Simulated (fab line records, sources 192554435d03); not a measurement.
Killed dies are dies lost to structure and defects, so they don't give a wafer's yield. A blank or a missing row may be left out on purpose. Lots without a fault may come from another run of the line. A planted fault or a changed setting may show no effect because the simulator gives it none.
Split-lot experiment | flow n5_finfet | 7 lots, 21 wafers read, on a route of 1938 steps

THE SPLIT
At N5_BEOL_M11_TRENCH_ETCH_37 (etches SiCOH lowk in C4F6/O2, target depth 148.83 nm, time 48 s), the setting time_s was moved away from the recipe's 48 s on 4 of the 21 wafers read, by -12.3% to -6.7%. The other wafers ran this setting at the recipe's value.

FROM THE SPLIT TO THE READING: what the file shows between them, 11 steps
- N5_BEOL_M11_ETCH_41: etches SiCN in CH3F/O2, target depth 42.6 nm, time 86 s (also split here: time_s)
- N5_BEOL_M11_STRIP_77: strips in N2/H2, time 10 s
- N5_BEOL_M11_OCD_MEAS_38
- N5_BEOL_M11_HM_STRIP_39: strips TiN in peroxide tin strip, target depth 25 nm, time 158 s
- N5_BEOL_M11_SRD_40: time 30 s
- N5_BEOL_M11_ECD_50: material Cu, target thk 318 nm
- N5_BEOL_M11_ANNEAL_51: time 90 s
- N5_BEOL_M11_CMP_52: polishes, stops on SiCOH lowk, t overpolish 7 s, target thk 140 nm
- N5_BEOL_M11_THK_MEAS_53: measures by xrf
- N5_BEOL_M11_PRE_CLEAN_55: time 15 s
- N5_BEOL_M11_DEP_56: deposits SiCN from 3MS/NH3, target thk 30 nm, time 10.5 s

THE READING
M11_RS, in ohm/sq, at N5_BEOL_M11_RS_MEAS_57 (measures by four-point-probe). Fault-free wafers of this fab line usually give 0.151 ohm/sq, standard deviation 0.006 ohm/sq.

wafer  | tool, chamber at the split | time_s as run, s | against the recipe | M11_RS, ohm/sq | against lot-mates on the recipe
L081.1 | rie_diel-03, 3             | 48               | recipe             | 0.154          | -
L081.3 | rie_diel-03, 1             | 48               | recipe             | 0.155          | -
L081.4 | rie_diel-03, 2             | 48               | recipe             | 0.150          | -
L080.2 | rie_diel-03, 0             | 48               | recipe             | 0.157          | -
L080.3 | rie_diel-03, 3             | 48               | recipe             | 0.154          | -
L080.5 | rie_diel-03, 3             | 48               | recipe             | 0.152          | -
L082.1 | rie_diel-01, 3             | 48               | recipe             | 0.160          | -
L082.3 | rie_diel-01, 1             | 48               | recipe             | 0.152          | -
L082.4 | rie_diel-01, 2             | 48               | recipe             | 0.155          | -
L083.1 | rie_diel-01, 2             | 44.77            | -6.7%              | 0.161          | +0.007
L083.4 | rie_diel-01, 3             | 44.77            | -6.7%              | 0.170          | +0.016
L083.6 | rie_diel-01, 1             | 48               | recipe             | 0.154          | -
L088.3 | rie_diel-02, 0             | 48               | recipe             | 0.150          | -
L088.4 | rie_diel-02, 1             | 42.12            | -12.3%             | 0.181          | +0.027
L088.5 | rie_diel-02, 3             | 48               | recipe             | 0.157          | -
L094.1 | rie_diel-01, 3             | 48               | recipe             | 0.163          | -
L094.2 | rie_diel-01, 0             | 48               | recipe             | 0.150          | -
L094.5 | rie_diel-01, 0             | 48               | recipe             | 0.155          | -
L093.2 | rie_diel-03, 1             | 48               | recipe             | 0.153          | -
L093.4 | rie_diel-03, 0             | 43.6             | -9.2%              | 0.178          | +0.028
L093.5 | rie_diel-03, 3             | 48               | recipe             | 0.147          | -

THE FIT
A straight line over all 21 wafers: M11_RS changes by -0.00218 ohm/sq for each +1% of time_s; r = -0.89; the points scatter about the line by 0.0041 ohm/sq.
The same after taking each lot's own level away (the mean of its wafers on the recipe; 21 wafers): -0.00232 ohm/sq for each +1%; r = -0.91; scatter 0.004 ohm/sq.
On that fit, the largest move of time_s shifts the reading by 0.028 ohm/sq.
The lots' own levels span 0.1500 to 0.1560 ohm/sq, that is 1.0 times the standard deviation above.
So the lot-to-lot level changes the slope little: the two slopes agree.
Check: with one of the wafers moved furthest among these (-12.3%) left out of the fit, the line predicts +0.0289 ohm/sq for it against its lot-mates. It came out at +0.0275 ohm/sq against them.

OTHER SPLITS ON THESE WAFERS
These wafers also went through other splits before the reading. Each is held against what the fit with the lots' levels taken away leaves over:
other split on the same wafers | wafers away from the commonest value | r with M11_RS (lot level and that fit taken away)
N5_BEOL_M11_ETCH_41 time_s     | 7                                    | -0.38

THE WHOLE CHAIN: every reading that the file lists as answering this split, in the file's order
step                       | what it does                                                       | reading                                                                       | change (the file's fit)              | r (the file's)
N5_BEOL_M11_TRENCH_ETCH_37 | etches SiCOH lowk in C4F6/O2, target depth 148.83 nm, time 48 s    | etch.depth_nm (the simulator's own value, which no gauge read)                | +1.7 nm for each +1% of the setting  | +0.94
N5_BEOL_M11_TRENCH_ETCH_37 | etches SiCOH lowk in C4F6/O2, target depth 148.83 nm, time 48 s    | BEOL_M11.feature_depth_nm (the simulator's own value, which no gauge read)    | +1.7 nm for each +1% of the setting  | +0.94
N5_BEOL_M11_OCD_MEAS_38    |                                                                    | trench_depth_nm                                                               | +1.74 nm for each +1% of the setting | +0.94
N5_BEOL_M11_CMP_52         | polishes, stops on SiCOH lowk, t overpolish 7 s, target thk 140 nm | Cu_of_BEOL_M11_ECD_50.thk_nm (the simulator's own value, which no gauge read) | +1.71 nm for each +1% of the setting | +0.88
N5_BEOL_M11_THK_MEAS_53    | measures by xrf                                                    | M11_THK                                                                       | +1.7 for each +1% of the setting     | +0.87
N5_BEOL_M11_RS_MEAS_57     | measures by four-point-probe                                       | M11_RS                                                                        | -0.00241 for each +1% of the setting | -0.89

THE FILE'S OWN FIT
M11_RS changes by -0.00241 ohm/sq for each +1% of time_s, r = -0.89.
